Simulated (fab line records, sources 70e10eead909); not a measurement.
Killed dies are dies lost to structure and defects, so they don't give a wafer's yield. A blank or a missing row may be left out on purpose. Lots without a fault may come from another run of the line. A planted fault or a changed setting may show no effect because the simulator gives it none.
Chamber matching | flow nand_harc | NHARC_A_M1_DESCUM_14 on rie_diel-03: 4 sister chambers
The step chemistry O2, time 3 s. 4 wafers are shown with their chamber, then 10 later ones without.

WAFERS WITH THEIR CHAMBER
wafer  | chamber | showerhead_plenum_p_Torr (Torr)
L084.1 | 0       | 2.04
L084.6 | 2       | 1.81
L086.1 | 1       | 2.02
L086.3 | 3       | 2.00

WAFERS WITHOUT THEIR CHAMBER
wafer  | showerhead_plenum_p_Torr (Torr)
L086.5 | 2.02
L087.1 | 2.04
L087.4 | 2.02
L087.6 | 1.80
L089.1 | 2.02
L089.4 | 1.80
L089.5 | 2.00
L092.2 | 2.04
L092.3 | 2.02
L092.4 | 2.00

WHICH CHAMBER EACH WENT THROUGH
wafer  | from the rows above | in truth
L086.5 | 1                   | 1
L087.1 | 0                   | 0
L087.4 | 1                   | 1
L087.6 | 2                   | 2
L089.1 | 1                   | 1
L089.4 | 2                   | 2
L089.5 | 3                   | 3
L092.2 | 0                   | 0
L092.3 | 1                   | 1
L092.4 | 3                   | 3
Placed correctly: 10 of 10. Can't be placed from these rows: 0. Placed wrongly: 0.
How it was worked out, from the rows above alone: a wafer's distance from a chamber is the root of the sum, over the readings, of the square of ((its reading less the chamber's mean) divided by the reading's scatter). The wafer belongs to the nearest chamber; if the next one is less than 2 further off, it can't be placed. A chamber's mean is the mean of its shown wafers. The scatter: with one shown wafer a chamber, the root of the mean of the squares of how far each hidden wafer lies from its nearest shown one.
